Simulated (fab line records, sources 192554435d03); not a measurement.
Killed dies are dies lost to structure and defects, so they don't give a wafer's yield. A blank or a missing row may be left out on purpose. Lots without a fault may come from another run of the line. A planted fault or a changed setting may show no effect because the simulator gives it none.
Problem report in the 8D (eight disciplines) form, filled by code | flow n5_finfet | the parts of the form that need people (team, actions taken, sign-off) are left out

1. THE PROBLEM
spin_speed_rpm at N5_BEOL_M10_COAT_05 reads a mean of 1561.3 rpm on 6 wafers of 2 lots; wafers without a fault read 1500.0 rpm with a standard deviation of 0.84. That is +73 standard deviations from the usual mean.
The step: resist thk 90 nm.
First seen on wafer L325.2, day 12 11:15, on litho_track-01. The record holds 39 wafers of 13 lots with a number at this step. Rule for "out", or "out of limits": more than 4 standard deviations from the usual mean. The other wafers with a number count as sound.

2. WHAT IT IS AND WHAT IT IS NOT
question                    | is                     | is not
which readings at this step | spin_speed_rpm         | -
which lots                  | L325, L327             | L317, L318, L320, L322, L330, L331, L332, L335, L338, L339, L340
which wafers of those lots  | all that have a number | -
read on which tools         | litho_track-01         | litho_track-04, litho_track-05
when                        | from day 12 11:15      | up to then (12 sound wafers); but 21 sound wafers of L330, L331, L332, L335, L338, L339, L340 came after

3. SUSPECTS, AND WHAT RULES EACH OUT
Counting: a tool at a process step up to the reading stays a suspect if it ran every lot that is out and no sound lot after the first of them.
- litho_track-01 at N5_BEOL_M10_COAT_05 (resist thk 90 nm): ruled out as a lasting fault. Sound lots L339, L340 ran on it after its first lot that is out, L325 (day 12 11:15).
Left after counting: nothing in the record.

4. THE CAUSE (what the simulator had put in)
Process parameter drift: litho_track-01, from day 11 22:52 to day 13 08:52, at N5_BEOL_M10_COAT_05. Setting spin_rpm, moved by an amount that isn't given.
Counting ruled it out, wrongly.

5. THE CHAIN OF EFFECTS, in route order
Each row: a reading whose mean over the struck wafers that have a number lies more than 3 standard deviations from the usual. Only readings for which the record gives a usual standard deviation are gone through. hours: the time from each lot's start at the first step in this table that gives one to its start at this step, as a median over the lots. sigmas: the change in usual standard deviations.
hours | step                | reading        | usual      | on struck wafers | change | sigmas
0     | N5_BEOL_M10_COAT_05 | spin_speed_rpm | 1500.0 rpm | 1561.3           | +61.3  | +73
The process steps in it:
- N5_BEOL_M10_COAT_05: resist thk 90 nm.

6. WHAT WOULD HAVE CAUGHT IT SOONER
In this record the first reading out of limits was taken at day 12 11:15, 12 hours after the fault began at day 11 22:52.
